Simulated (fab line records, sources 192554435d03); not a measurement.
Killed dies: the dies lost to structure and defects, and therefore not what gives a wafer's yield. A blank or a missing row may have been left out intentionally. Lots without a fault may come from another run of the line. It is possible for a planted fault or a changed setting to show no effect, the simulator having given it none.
Matching of chambers	flow n5 finfet	N5_ZERO_LAYER_ETCH_18 on rie si-03: 4 sister chambers
The step etches Si in HBr/Cl2, target depth 120 nm, time 40 s. 14 wafers are shown with their chamber, then 7 later ones without.

== EACH WAFER AND ITS CHAMBER ==
wafer	chamber	throttle valve pct (%)	drypump motor current A (A)	oes product au (a.u.)
L839.3	0	36.77	5.6	1.027
L839.4	3	36.39	6.3	0.987
L839.6	2	36.02	6.2	1.017
L840.2	3	36.38	6.3	0.996
L840.4	1	36.80	5.6	1.003
L840.6	3	36.38	6.3	1.006
L841.2	0	36.79	5.6	1.036
L841.4	2	36.03	6.2	1.027
L841.6	3	36.41	6.3	0.999
L842.3	0	36.78	5.6	1.029
L842.4	2	36.01	6.1	1.017
L842.5	3	36.39	6.3	1.002
L845.2	0	36.77	5.5	1.031
L845.5	2	36.01	6.2	1.017

SIGNATURES (means of the wafers above)
reading	chamber 0	chamber 1	chamber 2	chamber 3	scatter within a chamber
throttle valve pct	36.7775	36.8000	36.0175	36.3900	0.0107
drypump motor current A	5.575	5.600	6.175	6.300	0.0387
oes product au	1.03075	1.00300	1.01950	0.99800	0.00571
Rule: a wafer lies at a distance from a chamber equal to the root of the sum of squares, over the readings, of (its reading less the chamber's mean, divided by the reading's scatter). The wafer belongs to the nearest chamber; if the next one is less than 2 further off, it can't be placed. The scatter is the square root of a quotient: the sum, over the shown wafers, of each reading's squared deviation from its chamber's mean, divided by wafers minus chambers.

== WAFERS WITHOUT THEIR CHAMBER ==
wafer	throttle valve pct (%)	drypump motor current A (A)	oes product au (a.u.)
L845.6	36.39	6.3	0.987
L847.1	36.77	5.6	1.029
L847.3	36.77	5.5	0.992
L847.6	36.78	5.6	1.027
L854.1	36.02	6.2	1.034
L854.3	36.78	5.5	1.003
L854.4	36.40	6.2	0.996

== WHICH CHAMBER EACH ONE RAN IN ==
wafer	from the rows above	in truth
L845.6	3	3
L847.1	0	0
L847.3	1	1
L847.6	0	0
L854.1	2	2
L854.3	1	1
L854.4	3	3
Placed correctly: 7 of 7. From these rows, 0 cannot be placed. Wrongly placed: 0.
